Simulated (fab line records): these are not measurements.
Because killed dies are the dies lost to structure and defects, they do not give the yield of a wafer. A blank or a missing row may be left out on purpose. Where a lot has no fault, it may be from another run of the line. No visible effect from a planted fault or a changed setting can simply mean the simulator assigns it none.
The tool behind it: which one? :: flow n5_finfet :: 15 lots, 41 wafers sampled, at 8 steps of a route of 1938

## WHAT EACH GAUGE READ, for each wafer
N5_MOL_CONTACT_COAG_THK_MEAS_53. Usual: VIA_MOL_THK typically reads 44.1 nm, with standard deviation 0.82.
lot: L580
measured: day 5 05:58
on: film_metro-01
VIA_MOL_THK (nm): 44.3 45.1
flag: 

lot: L581
measured: day 5 09:59
on: film_metro-02
VIA_MOL_THK (nm): 44.4 45.5
flag: 

lot: L582
measured: day 5 13:23
on: film_metro-02
VIA_MOL_THK (nm): 44.6 45.1 45.4
flag: 

lot: L583
measured: day 5 23:02
on: film_metro-02
VIA_MOL_THK (nm): 42.5 45.6
flag: 

lot: L589
measured: day 7 20:28
on: film_metro-02
VIA_MOL_THK (nm): 44.0 43.1 44.5
flag: 

lot: L591
measured: day 7 21:07
on: film_metro-02
VIA_MOL_THK (nm): 43.8 43.6 44.2
flag: 

lot: L590
measured: day 8 05:32
on: film_metro-02
VIA_MOL_THK (nm): 44.1 44.7 43.7
flag: 

lot: L592
measured: day 8 09:29
on: film_metro-01
VIA_MOL_THK (nm): 44.3 43.6 44.4
flag: 

lot: L593
measured: day 8 22:18
on: film_metro-02
VIA_MOL_THK (nm): 42.7 44.9 45.7
flag: 

lot: L597
measured: day 9 21:10
on: film_metro-01
VIA_MOL_THK (nm): 45.0 45.4
flag: 

lot: L598
measured: day 10 07:31
on: film_metro-01
VIA_MOL_THK (nm): 44.1 45.5 44.6
flag: 

lot: L599
measured: day 10 10:17
on: film_metro-02
VIA_MOL_THK (nm): 43.5 44.4 43.9
flag: 

lot: L601
measured: day 10 16:10
on: film_metro-01
VIA_MOL_THK (nm): 43.8 43.8 44.0
flag: 

lot: L602
measured: day 10 19:28
on: film_metro-02
VIA_MOL_THK (nm): 43.0 42.8 44.1
flag: 

lot: L603
measured: day 11 06:16
on: film_metro-02
VIA_MOL_THK (nm): 43.3 43.6 44.5
flag: 

N5_BEOL_M0_SAQP_THK_MEAS_05. Usual: thk_nm at 60.1 nm, with a standard deviation of 0.84.
lot: L580
measured: day 5 11:08
on: film_metro-02
thk_nm (nm): 60.0 60.0
flag: 

lot: L581
measured: day 5 14:59
on: film_metro-02
thk_nm (nm): 58.9 60.4
flag: 

lot: L582
measured: day 5 17:12
on: film_metro-01
thk_nm (nm): 59.2 60.7 60.7
flag: 

lot: L583
measured: day 6 04:46
on: film_metro-01
thk_nm (nm): 58.9 60.4
flag: 

lot: L589
measured: day 8 01:56
on: film_metro-01
thk_nm (nm): 59.6 60.9 61.6
flag: 

lot: L591
measured: day 8 03:17
on: film_metro-02
thk_nm (nm): 22.7 23.5 23.4
flag: OFF

lot: L590
measured: day 8 09:35
on: film_metro-01
thk_nm (nm): 22.9 22.9 22.9
flag: OFF

lot: L592
measured: day 8 13:43
on: film_metro-01
thk_nm (nm): 22.7 23.0 23.7
flag: OFF

lot: L593
measured: day 9 05:27
on: film_metro-01
thk_nm (nm): 60.1 60.4 60.4
flag: 

lot: L597
measured: day 10 04:08
on: film_metro-02
thk_nm (nm): 59.3 60.1
flag: 

lot: L598
measured: day 10 12:45
on: film_metro-01
thk_nm (nm): 59.7 60.9 60.3
flag: 

lot: L599
measured: day 10 14:58
on: film_metro-02
thk_nm (nm): 60.2 59.5 60.4
flag: 

lot: L601
measured: day 10 22:29
on: film_metro-02
thk_nm (nm): 58.6 58.7 60.7
flag: 

lot: L602
measured: day 10 23:43
on: film_metro-02
thk_nm (nm): 59.4 61.1 61.6
flag: 

lot: L603
measured: day 11 10:11
on: film_metro-01
thk_nm (nm): 59.0 58.6 60.7
flag: 

N5_BEOL_M0_SAQP_CD_MEAS_25: the cd target is 13.1 nm. Usual: cd_nm at 12.77 nm, with a standard deviation of 0.27.
lot: L580
measured: day 5 13:08
on: cd_sem-02
cd_nm (nm): 12.79 13.04
flag: 

lot: L581
measured: day 5 17:53
on: cd_sem-01
cd_nm (nm): 12.42 12.69
flag: 

lot: L582
measured: day 5 20:16
on: cd_sem-03
cd_nm (nm): 12.68 12.80 12.55
flag: 

lot: L583
measured: day 6 07:04
on: cd_sem-03
cd_nm (nm): 12.90 13.20
flag: 

lot: L589
measured: day 8 05:20
on: cd_sem-01
cd_nm (nm): 12.69 13.15 12.56
flag: 

lot: L591
measured: day 8 06:44
on: cd_sem-01
cd_nm (nm): - - -
flag: OFF

lot: L590
measured: day 8 11:45
on: cd_sem-02
cd_nm (nm): - - -
flag: OFF

lot: L592
measured: day 8 15:50
on: cd_sem-02
cd_nm (nm): - - -
flag: OFF

lot: L593
measured: day 9 07:50
on: cd_sem-02
cd_nm (nm): 12.61 12.58 12.29
flag: 

lot: L597
measured: day 10 06:15
on: cd_sem-01
cd_nm (nm): 13.16 13.54
flag: 

lot: L598
measured: day 10 16:04
on: cd_sem-01
cd_nm (nm): 12.97 12.77 13.47
flag: 

lot: L599
measured: day 10 17:28
on: cd_sem-02
cd_nm (nm): 12.47 12.78 12.34
flag: 

lot: L601
measured: day 11 01:08
on: cd_sem-02
cd_nm (nm): 12.63 12.59 13.06
flag: 

lot: L602
measured: day 11 02:11
on: cd_sem-01
cd_nm (nm): 13.09 12.81 12.73
flag: 

lot: L603
measured: day 11 12:25
on: cd_sem-02
cd_nm (nm): 13.14 12.64 12.72
flag: 

N5_BEOL_M4_RC_MEAS_101. Usual: DIBL_N 35.3 mV/V, standard deviation 2.5; DIBL_P 35 mV/V, standard deviation 3.3; IOFF_N 0.15 nA/um, standard deviation 0.049; IOFF_P 0.20 nA/um, standard deviation 0.056; ION_N 673 uA/um, standard deviation 16; ION_P 462 uA/um, standard deviation 10; SS_N 71.2 mV/dec, standard deviation 0.85; SS_P 73.0 mV/dec, standard deviation 0.97; VT_N 252 mV, standard deviation 4.9; VT_P -251 mV, standard deviation 5.
lot: L580
measured: day 8 12:38
on: prober-02
DIBL_N (mV/V): 34.2 31.6
DIBL_P (mV/V): 33 31
IOFF_N (nA/um): 0.13 0.10
IOFF_P (nA/um): 0.19 0.15
ION_N (uA/um): 673 662
ION_P (uA/um): 461 464
SS_N (mV/dec): 70.8 70.7
SS_P (mV/dec): 72.6 71.8
VT_N (mV): 251 255
VT_P (mV): -249 -252
flag: 

lot: L581
measured: day 8 18:04
on: prober-02
DIBL_N (mV/V): 37.3 37.2
DIBL_P (mV/V): 39 38
IOFF_N (nA/um): 0.19 0.18
IOFF_P (nA/um): 0.21 0.20
ION_N (uA/um): 691 680
ION_P (uA/um): 466 457
SS_N (mV/dec): 72.6 72.3
SS_P (mV/dec): 73.9 73.5
VT_N (mV): 248 251
VT_P (mV): -251 -256
flag: 

lot: L582
measured: day 9 03:12
on: prober-02
DIBL_N (mV/V): 40.5 36.0 39.7
DIBL_P (mV/V): 41 35 40
IOFF_N (nA/um): 0.25 0.13 0.21
IOFF_P (nA/um): 0.29 0.17 0.25
ION_N (uA/um): 710 677 681
ION_P (uA/um): 483 464 463
SS_N (mV/dec): 72.2 70.9 72.3
SS_P (mV/dec): 74.0 73.0 73.7
VT_N (mV): 244 252 248
VT_P (mV): -246 -254 -248
flag: 

lot: L583
measured: day 9 05:55
on: prober-01
DIBL_N (mV/V): 38.6 39.0
DIBL_P (mV/V): 41 41
IOFF_N (nA/um): 0.24 0.24
IOFF_P (nA/um): 0.30 0.32
ION_N (uA/um): 708 709
ION_P (uA/um): 481 490
SS_N (mV/dec): 72.3 73.0
SS_P (mV/dec): 75.0 75.2
VT_N (mV): 242 245
VT_P (mV): -244 -243
flag: 

lot: L589
measured: day 10 21:14
on: prober-01
DIBL_N (mV/V): 37.3 33.5 33.3
DIBL_P (mV/V): 39 33 32
IOFF_N (nA/um): 0.18 0.12 0.11
IOFF_P (nA/um): 0.25 0.18 0.16
ION_N (uA/um): 673 675 660
ION_P (uA/um): 466 464 465
SS_N (mV/dec): 71.5 70.2 70.5
SS_P (mV/dec): 73.4 72.0 72.0
VT_N (mV): 248 253 255
VT_P (mV): -247 -251 -251
flag: 

lot: L593
measured: day 12 03:50
on: prober-02
DIBL_N (mV/V): 35.6 36.5 37.9
DIBL_P (mV/V): 37 38 39
IOFF_N (nA/um): 0.17 0.19 0.21
IOFF_P (nA/um): 0.22 0.23 0.25
ION_N (uA/um): 685 698 689
ION_P (uA/um): 473 475 469
SS_N (mV/dec): 72.0 71.4 71.4
SS_P (mV/dec): 73.4 73.2 73.7
VT_N (mV): 249 247 245
VT_P (mV): -248 -250 -244
flag: 

lot: L597
measured: day 12 23:45
on: prober-01
DIBL_N (mV/V): 32.1 31.2
DIBL_P (mV/V): 33 32
IOFF_N (nA/um): 0.11 0.11
IOFF_P (nA/um): 0.16 0.15
ION_N (uA/um): 663 668
ION_P (uA/um): 462 460
SS_N (mV/dec): 70.3 70.5
SS_P (mV/dec): 71.7 71.4
VT_N (mV): 254 255
VT_P (mV): -254 -253
flag: 

lot: L598
measured: day 13 04:21
on: prober-01
DIBL_N (mV/V): 34.7 35.7 31.3
DIBL_P (mV/V): 35 36 31
IOFF_N (nA/um): 0.12 0.15 0.09
IOFF_P (nA/um): 0.18 0.20 0.13
ION_N (uA/um): 676 675 652
ION_P (uA/um): 471 468 453
SS_N (mV/dec): 70.4 71.0 69.6
SS_P (mV/dec): 72.4 72.7 72.6
VT_N (mV): 255 252 257
VT_P (mV): -254 -253 -257
flag: 

lot: L599
measured: day 13 09:14
on: prober-01
DIBL_N (mV/V): 32.7 33.0 33.1
DIBL_P (mV/V): 32 33 32
IOFF_N (nA/um): 0.11 0.11 0.10
IOFF_P (nA/um): 0.16 0.18 0.16
ION_N (uA/um): 684 658 666
ION_P (uA/um): 473 462 462
SS_N (mV/dec): 70.2 70.7 70.4
SS_P (mV/dec): 73.0 73.1 72.7
VT_N (mV): 255 253 260
VT_P (mV): -254 -250 -253
flag: 

lot: L601
measured: day 14 00:22
on: prober-02
DIBL_N (mV/V): 31.1 34.4 34.5
DIBL_P (mV/V): 28 30 32
IOFF_N (nA/um): 0.07 0.10 0.11
IOFF_P (nA/um): 0.10 0.12 0.13
ION_N (uA/um): 644 640 672
ION_P (uA/um): 447 434 461
SS_N (mV/dec): 69.2 70.3 70.5
SS_P (mV/dec): 71.7 71.8 72.5
VT_N (mV): 262 260 254
VT_P (mV): -261 -260 -258
flag: 

lot: L602
measured: day 13 09:18
on: prober-02
DIBL_N (mV/V): 30.2 31.0 31.3
DIBL_P (mV/V): 29 30 30
IOFF_N (nA/um): 0.08 0.09 0.09
IOFF_P (nA/um): 0.11 0.11 0.12
ION_N (uA/um): 665 646 648
ION_P (uA/um): 457 447 442
SS_N (mV/dec): 70.0 70.0 69.9
SS_P (mV/dec): 72.5 72.4 72.0
VT_N (mV): 259 257 259
VT_P (mV): -258 -257 -259
flag: 

lot: L603
measured: day 14 06:27
on: prober-02
DIBL_N (mV/V): 32.9 37.2 37.3
DIBL_P (mV/V): 31 36 35
IOFF_N (nA/um): 0.09 0.14 0.14
IOFF_P (nA/um): 0.13 0.18 0.17
ION_N (uA/um): 648 654 656
ION_P (uA/um): 451 448 445
SS_N (mV/dec): 71.3 71.5 72.3
SS_P (mV/dec): 72.7 73.9 73.9
VT_N (mV): 257 253 256
VT_P (mV): -261 -254 -256
flag: 

## TOOL THAT RAN EACH LOT (tool first, then ch and the chambers of the sampled wafers, then the start)
lot: L580
N5_MOL_CONTACT_COAG_STRIP_49: plasma_asher-02 ch 0, day 5 05:04
N5_BEOL_M0_SAQP_PECVD_04: pecvd-03 ch 0,1, day 5 11:02
N5_BEOL_M0_SAQP_HM_DEP_111: pecvd-03 ch 0,1, day 5 11:10
N5_BEOL_M0_SAQP_MANDREL_ETCH_20: rie_si-06 ch 1,3, day 5 11:51

lot: L581
N5_MOL_CONTACT_COAG_STRIP_49: plasma_asher-02 ch 0,1, day 5 09:05
N5_BEOL_M0_SAQP_PECVD_04: pecvd-03 ch 0,2, day 5 14:53
N5_BEOL_M0_SAQP_HM_DEP_111: pecvd-02 ch 2, day 5 15:01
N5_BEOL_M0_SAQP_MANDREL_ETCH_20: rie_si-06 ch 0,3, day 5 16:26

lot: L582
N5_MOL_CONTACT_COAG_STRIP_49: plasma_asher-02 ch 0,1, day 5 12:26
N5_BEOL_M0_SAQP_PECVD_04: pecvd-03 ch 0,1, day 5 17:06
N5_BEOL_M0_SAQP_HM_DEP_111: pecvd-02 ch 0,1,2, day 5 17:14
N5_BEOL_M0_SAQP_MANDREL_ETCH_20: rie_si-05 ch 0,3, day 5 18:54

lot: L583
N5_MOL_CONTACT_COAG_STRIP_49: plasma_asher-01 ch 0, day 5 22:08
N5_BEOL_M0_SAQP_PECVD_04: pecvd-03 ch 1,2, day 6 04:39
N5_BEOL_M0_SAQP_HM_DEP_111: pecvd-04 ch 0, day 6 04:48
N5_BEOL_M0_SAQP_MANDREL_ETCH_20: rie_si-06 ch 1,3, day 6 05:37

lot: L589
N5_MOL_CONTACT_COAG_STRIP_49: plasma_asher-02 ch 0,1, day 7 19:34
N5_BEOL_M0_SAQP_PECVD_04: pecvd-03 ch 0,1,2, day 8 01:50
N5_BEOL_M0_SAQP_HM_DEP_111: pecvd-04 ch 0,1, day 8 01:59
N5_BEOL_M0_SAQP_MANDREL_ETCH_20: rie_si-03 ch 0,1,2, day 8 03:53

lot: L591
N5_MOL_CONTACT_COAG_STRIP_49: plasma_asher-01 ch 0,1, day 7 20:13
N5_BEOL_M0_SAQP_PECVD_04: pecvd-02 ch 0,1,2, day 8 03:11
N5_BEOL_M0_SAQP_HM_DEP_111: pecvd-03 ch 0,2, day 8 03:19
N5_BEOL_M0_SAQP_MANDREL_ETCH_20: rie_si-06 ch 0,1,2, day 8 04:50

lot: L590
N5_MOL_CONTACT_COAG_STRIP_49: plasma_asher-02 ch 0,1, day 8 04:38
N5_BEOL_M0_SAQP_PECVD_04: pecvd-03 ch 0,1,2, day 8 09:29
N5_BEOL_M0_SAQP_HM_DEP_111: pecvd-04 ch 0,1,2, day 8 09:38
N5_BEOL_M0_SAQP_MANDREL_ETCH_20: rie_si-05 ch 0,1,3, day 8 10:28

lot: L592
N5_MOL_CONTACT_COAG_STRIP_49: plasma_asher-01 ch 0,1, day 8 08:35
N5_BEOL_M0_SAQP_PECVD_04: pecvd-03 ch 0,1,2, day 8 13:37
N5_BEOL_M0_SAQP_HM_DEP_111: pecvd-02 ch 0,2, day 8 13:45
N5_BEOL_M0_SAQP_MANDREL_ETCH_20: rie_si-03 ch 0,2,3, day 8 14:34

lot: L593
N5_MOL_CONTACT_COAG_STRIP_49: plasma_asher-02 ch 0,1, day 8 21:18
N5_BEOL_M0_SAQP_PECVD_04: pecvd-02 ch 0,1,2, day 9 05:21
N5_BEOL_M0_SAQP_HM_DEP_111: pecvd-04 ch 0,1,2, day 9 05:29
N5_BEOL_M0_SAQP_MANDREL_ETCH_20: rie_si-06 ch 1,2, day 9 06:18

lot: L597
N5_MOL_CONTACT_COAG_STRIP_49: plasma_asher-02 ch 0,1, day 9 20:16
N5_BEOL_M0_SAQP_PECVD_04: pecvd-02 ch 0,1, day 10 04:01
N5_BEOL_M0_SAQP_HM_DEP_111: pecvd-03 ch 0,2, day 10 04:11
N5_BEOL_M0_SAQP_MANDREL_ETCH_20: rie_si-05 ch 0,3, day 10 04:52

lot: L598
N5_MOL_CONTACT_COAG_STRIP_49: plasma_asher-01 ch 0, day 10 06:37
N5_BEOL_M0_SAQP_PECVD_04: pecvd-03 ch 0,1,2, day 10 12:39
N5_BEOL_M0_SAQP_HM_DEP_111: pecvd-04 ch 0,1,2, day 10 12:47
N5_BEOL_M0_SAQP_MANDREL_ETCH_20: rie_si-06 ch 0,2,3, day 10 14:34

lot: L599
N5_MOL_CONTACT_COAG_STRIP_49: plasma_asher-01 ch 0,1, day 10 09:22
N5_BEOL_M0_SAQP_PECVD_04: pecvd-02 ch 0,1, day 10 14:52
N5_BEOL_M0_SAQP_HM_DEP_111: pecvd-03 ch 0,1,2, day 10 15:00
N5_BEOL_M0_SAQP_MANDREL_ETCH_20: rie_si-06 ch 1,3, day 10 16:00

lot: L601
N5_MOL_CONTACT_COAG_STRIP_49: plasma_asher-02 ch 0,1, day 10 15:14
N5_BEOL_M0_SAQP_PECVD_04: pecvd-02 ch 0,1,2, day 10 22:23
N5_BEOL_M0_SAQP_HM_DEP_111: pecvd-03 ch 0,2, day 10 22:31
N5_BEOL_M0_SAQP_MANDREL_ETCH_20: rie_si-06 ch 1,3, day 10 23:16

lot: L602
N5_MOL_CONTACT_COAG_STRIP_49: plasma_asher-01 ch 0,1, day 10 18:35
N5_BEOL_M0_SAQP_PECVD_04: pecvd-04 ch 0,1,2, day 10 23:38
N5_BEOL_M0_SAQP_HM_DEP_111: pecvd-03 ch 0,1,2, day 10 23:46
N5_BEOL_M0_SAQP_MANDREL_ETCH_20: rie_si-06 ch 1,3, day 11 00:34

lot: L603
N5_MOL_CONTACT_COAG_STRIP_49: plasma_asher-02 ch 0,1, day 11 05:22
N5_BEOL_M0_SAQP_PECVD_04: pecvd-04 ch 0,2, day 11 10:06
N5_BEOL_M0_SAQP_HM_DEP_111: pecvd-02 ch 0,2, day 11 10:14
N5_BEOL_M0_SAQP_MANDREL_ETCH_20: rie_si-06 ch 0,2,3, day 11 11:02
- N5_MOL_CONTACT_COAG_STRIP_49: strips in N2/H2, time 30 s.
- N5_BEOL_M0_SAQP_PECVD_04: deposits a-Si from SiH4/He, target thk 60 nm, time 60.2 s.
- N5_BEOL_M0_SAQP_HM_DEP_111: deposits SiO2 from SiH4/N2O, target thk 12 nm, time 7.2 s.
- N5_BEOL_M0_SAQP_MANDREL_ETCH_20: etches a-Si in HBr/Cl2, stops on SiNx, target depth 60 nm, bt time 10 s, time 30 s.

## AS READ BY THE TOOLS THEMSELVES (means over the sampled wafers that have a number; for cases with no such wafer, the mark the record gives instead)
N5_MOL_CONTACT_COAG_STRIP_49. Usual: drypump_motor_current_A 5.59 A, standard deviation 0.26; heater_power_w 355 W, standard deviation 33.
lot: L580
tool: plasma_asher-02
drypump_motor_current_A (A): 5.21
heater_power_w (W): 302
flag: 

lot: L581
tool: plasma_asher-02
drypump_motor_current_A (A): 5.51
heater_power_w (W): 341
flag: 

lot: L582
tool: plasma_asher-02
drypump_motor_current_A (A): 5.60
heater_power_w (W): 345
flag: 

lot: L583
tool: plasma_asher-01
drypump_motor_current_A (A): 5.87
heater_power_w (W): 374
flag: 

lot: L589
tool: plasma_asher-02
drypump_motor_current_A (A): 5.39
heater_power_w (W): 324
flag: 

lot: L591
tool: plasma_asher-01
drypump_motor_current_A (A): 5.62
heater_power_w (W): 384
flag: 

lot: L590
tool: plasma_asher-02
drypump_motor_current_A (A): 5.60
heater_power_w (W): 345
flag: 

lot: L592
tool: plasma_asher-01
drypump_motor_current_A (A): 5.65
heater_power_w (W): 376
flag: 

lot: L593
tool: plasma_asher-02
drypump_motor_current_A (A): 5.39
heater_power_w (W): 320
flag: 

lot: L597
tool: plasma_asher-02
drypump_motor_current_A (A): 5.52
heater_power_w (W): 337
flag: 

lot: L598
tool: plasma_asher-01
drypump_motor_current_A (A): 5.86
heater_power_w (W): 370
flag: 

lot: L599
tool: plasma_asher-01
drypump_motor_current_A (A): 5.74
heater_power_w (W): 382
flag: 

lot: L601
tool: plasma_asher-02
drypump_motor_current_A (A): 5.60
heater_power_w (W): 342
flag: 

lot: L602
tool: plasma_asher-01
drypump_motor_current_A (A): 5.75
heater_power_w (W): 377
flag: 

lot: L603
tool: plasma_asher-02
drypump_motor_current_A (A): 5.41
heater_power_w (W): 324
flag: 

N5_BEOL_M0_SAQP_PECVD_04. Usual: chamber_pressure_Torr 2.999 Torr, standard deviation 0.0071; heater_power_outer_w 339 W, standard deviation 30; heater_power_w 602 W, standard deviation 43; showerhead_plenum_p_Torr 5.640 Torr, standard deviation 0.027; throttle_valve_pct 17.6 %, standard deviation 1.1.
lot: L580
tool: pecvd-03
chamber_pressure_Torr (Torr): 2.995
heater_power_outer_w (W): 340
heater_power_w (W): 608
showerhead_plenum_p_Torr (Torr): 5.657
throttle_valve_pct (%): 18.8
flag: 

lot: L581
tool: pecvd-03
chamber_pressure_Torr (Torr): 3.003
heater_power_outer_w (W): 376
heater_power_w (W): 640
showerhead_plenum_p_Torr (Torr): 5.655
throttle_valve_pct (%): 16.9
flag: 

lot: L582
tool: pecvd-03
chamber_pressure_Torr (Torr): 3.003
heater_power_outer_w (W): 338
heater_power_w (W): 588
showerhead_plenum_p_Torr (Torr): 5.643
throttle_valve_pct (%): 19.1
flag: 

lot: L583
tool: pecvd-03
chamber_pressure_Torr (Torr): 2.997
heater_power_outer_w (W): 346
heater_power_w (W): 592
showerhead_plenum_p_Torr (Torr): 5.639
throttle_valve_pct (%): 17.7
flag: 

lot: L589
tool: pecvd-03
chamber_pressure_Torr (Torr): 2.997
heater_power_outer_w (W): 332
heater_power_w (W): 591
showerhead_plenum_p_Torr (Torr): 5.657
throttle_valve_pct (%): 17.8
flag: 

lot: L591
tool: pecvd-02
chamber_pressure_Torr (Torr): -
heater_power_outer_w (W): -
heater_power_w (W): -
showerhead_plenum_p_Torr (Torr): -
throttle_valve_pct (%): -
flag: OFF

lot: L590
tool: pecvd-03
chamber_pressure_Torr (Torr): -
heater_power_outer_w (W): -
heater_power_w (W): -
showerhead_plenum_p_Torr (Torr): -
throttle_valve_pct (%): -
flag: OFF

lot: L592
tool: pecvd-03
chamber_pressure_Torr (Torr): -
heater_power_outer_w (W): -
heater_power_w (W): -
showerhead_plenum_p_Torr (Torr): -
throttle_valve_pct (%): -
flag: OFF

lot: L593
tool: pecvd-02
chamber_pressure_Torr (Torr): 3.002
heater_power_outer_w (W): 356
heater_power_w (W): 648
showerhead_plenum_p_Torr (Torr): 5.617
throttle_valve_pct (%): 17.1
flag: 

lot: L597
tool: pecvd-02
chamber_pressure_Torr (Torr): 2.997
heater_power_outer_w (W): 321
heater_power_w (W): 574
showerhead_plenum_p_Torr (Torr): 5.617
throttle_valve_pct (%): 17.1
flag: 

lot: L598
tool: pecvd-03
chamber_pressure_Torr (Torr): 2.999
heater_power_outer_w (W): 342
heater_power_w (W): 605
showerhead_plenum_p_Torr (Torr): 5.655
throttle_valve_pct (%): 18.0
flag: 

lot: L599
tool: pecvd-02
chamber_pressure_Torr (Torr): 2.997
heater_power_outer_w (W): 325
heater_power_w (W): 612
showerhead_plenum_p_Torr (Torr): 5.627
throttle_valve_pct (%): 17.1
flag: 

lot: L601
tool: pecvd-02
chamber_pressure_Torr (Torr): 2.998
heater_power_outer_w (W): 328
heater_power_w (W): 604
showerhead_plenum_p_Torr (Torr): 5.619
throttle_valve_pct (%): 16.6
flag: 

lot: L602
tool: pecvd-04
chamber_pressure_Torr (Torr): 2.999
heater_power_outer_w (W): 347
heater_power_w (W): 612
showerhead_plenum_p_Torr (Torr): 5.631
throttle_valve_pct (%): 17.9
flag: 

lot: L603
tool: pecvd-04
chamber_pressure_Torr (Torr): 2.996
heater_power_outer_w (W): 338
heater_power_w (W): 586
showerhead_plenum_p_Torr (Torr): 5.651
throttle_valve_pct (%): 17.8
flag: 

N5_BEOL_M0_SAQP_HM_DEP_111. Usual: heater_power_w 755 W, standard deviation 67; showerhead_plenum_p_Torr 8.06 Torr, standard deviation 0.078.
lot: L580
tool: pecvd-03
heater_power_w (W): 702
showerhead_plenum_p_Torr (Torr): 8.12
flag: 

lot: L581
tool: pecvd-02
heater_power_w (W): 868
showerhead_plenum_p_Torr (Torr): 8.04
flag: 

lot: L582
tool: pecvd-02
heater_power_w (W): 759
showerhead_plenum_p_Torr (Torr): 8.03
flag: 

lot: L583
tool: pecvd-04
heater_power_w (W): 656
showerhead_plenum_p_Torr (Torr): 8.16
flag: 

lot: L589
tool: pecvd-04
heater_power_w (W): 668
showerhead_plenum_p_Torr (Torr): 8.10
flag: 

lot: L591
tool: pecvd-03
heater_power_w (W): 822
showerhead_plenum_p_Torr (Torr): 8.16
flag: 

lot: L590
tool: pecvd-04
heater_power_w (W): 796
showerhead_plenum_p_Torr (Torr): 8.04
flag: 

lot: L592
tool: pecvd-02
heater_power_w (W): 739
showerhead_plenum_p_Torr (Torr): 8.00
flag: 

lot: L593
tool: pecvd-04
heater_power_w (W): 737
showerhead_plenum_p_Torr (Torr): 8.05
flag: 

lot: L597
tool: pecvd-03
heater_power_w (W): 758
showerhead_plenum_p_Torr (Torr): 8.11
flag: 

lot: L598
tool: pecvd-04
heater_power_w (W): 754
showerhead_plenum_p_Torr (Torr): 8.03
flag: 

lot: L599
tool: pecvd-03
heater_power_w (W): 750
showerhead_plenum_p_Torr (Torr): 8.10
flag: 

lot: L601
tool: pecvd-03
heater_power_w (W): 755
showerhead_plenum_p_Torr (Torr): 8.12
flag: 

lot: L602
tool: pecvd-03
heater_power_w (W): 768
showerhead_plenum_p_Torr (Torr): 8.10
flag: 

lot: L603
tool: pecvd-02
heater_power_w (W): 789
showerhead_plenum_p_Torr (Torr): 8.00
flag: 

N5_BEOL_M0_SAQP_MANDREL_ETCH_20. Usual: drypump_motor_current_A 5.9 A, standard deviation 0.38; oes_product_au 0.779 a.u., standard deviation 0.012; throttle_valve_pct 35.3 %, standard deviation 0.32.
lot: L580
tool: rie_si-06
drypump_motor_current_A (A): 5.8
oes_product_au (a.u.): 0.781
throttle_valve_pct (%): 35.2
flag: 

lot: L581
tool: rie_si-06
drypump_motor_current_A (A): 5.7
oes_product_au (a.u.): 0.785
throttle_valve_pct (%): 35.2
flag: 

lot: L582
tool: rie_si-05
drypump_motor_current_A (A): 6.1
oes_product_au (a.u.): 0.794
throttle_valve_pct (%): 34.8
flag: 

lot: L583
tool: rie_si-06
drypump_motor_current_A (A): 5.9
oes_product_au (a.u.): 0.784
throttle_valve_pct (%): 35.2
flag: 

lot: L589
tool: rie_si-03
drypump_motor_current_A (A): 5.9
oes_product_au (a.u.): 0.777
throttle_valve_pct (%): 35.4
flag: 

lot: L591
tool: rie_si-06
drypump_motor_current_A (A): 6.0
oes_product_au (a.u.): 0.327
throttle_valve_pct (%): 36.1
flag: OFF

lot: L590
tool: rie_si-05
drypump_motor_current_A (A): 6.1
oes_product_au (a.u.): 0.329
throttle_valve_pct (%): 36.2
flag: OFF

lot: L592
tool: rie_si-03
drypump_motor_current_A (A): 5.5
oes_product_au (a.u.): 0.325
throttle_valve_pct (%): 36.5
flag: OFF

lot: L593
tool: rie_si-06
drypump_motor_current_A (A): 5.8
oes_product_au (a.u.): 0.776
throttle_valve_pct (%): 35.3
flag: 

lot: L597
tool: rie_si-05
drypump_motor_current_A (A): 6.0
oes_product_au (a.u.): 0.789
throttle_valve_pct (%): 35.0
flag: 

lot: L598
tool: rie_si-06
drypump_motor_current_A (A): 5.7
oes_product_au (a.u.): 0.781
throttle_valve_pct (%): 35.2
flag: 

lot: L599
tool: rie_si-06
drypump_motor_current_A (A): 5.8
oes_product_au (a.u.): 0.788
throttle_valve_pct (%): 35.2
flag: 

lot: L601
tool: rie_si-06
drypump_motor_current_A (A): 5.8
oes_product_au (a.u.): 0.777
throttle_valve_pct (%): 35.3
flag: 

lot: L602
tool: rie_si-06
drypump_motor_current_A (A): 6.0
oes_product_au (a.u.): 0.787
throttle_valve_pct (%): 35.3
flag: 

lot: L603
tool: rie_si-06
drypump_motor_current_A (A): 5.7
oes_product_au (a.u.): 0.773
throttle_valve_pct (%): 35.2
flag: 

## THE ANSWER, worked out from the rows above alone
Rule: a lot is off if the mean of its wafers that have a number lies more than 3 standard deviations from the usual mean. A lot without any number at a reading at which 4 lots or more have one is off too. Where the step has rows for the other lots, those lots are counted as sound. First the gauges in route order, then the tools' own readings, where a lot's mean is used as printed above. The first step at which some lot is off is used, and at that step the reading that is off furthest; a lot without a number counts as furthest.
Off: L591, L590, L592, at N5_BEOL_M0_SAQP_THK_MEAS_05 (thk_nm).
A tool fits if, at a process step before that reading, it ran every lot that is off, and no sound lot after the first of them. Not tried: the gauges at N5_BEOL_M0_SAQP_THK_MEAS_05; whatever is off there is also off at N5_BEOL_M0_SAQP_CD_MEAS_25, on other tools, and gauge error can't account for it. Of those tried, none fits.

## WHAT THE SIMULATOR PUT IN
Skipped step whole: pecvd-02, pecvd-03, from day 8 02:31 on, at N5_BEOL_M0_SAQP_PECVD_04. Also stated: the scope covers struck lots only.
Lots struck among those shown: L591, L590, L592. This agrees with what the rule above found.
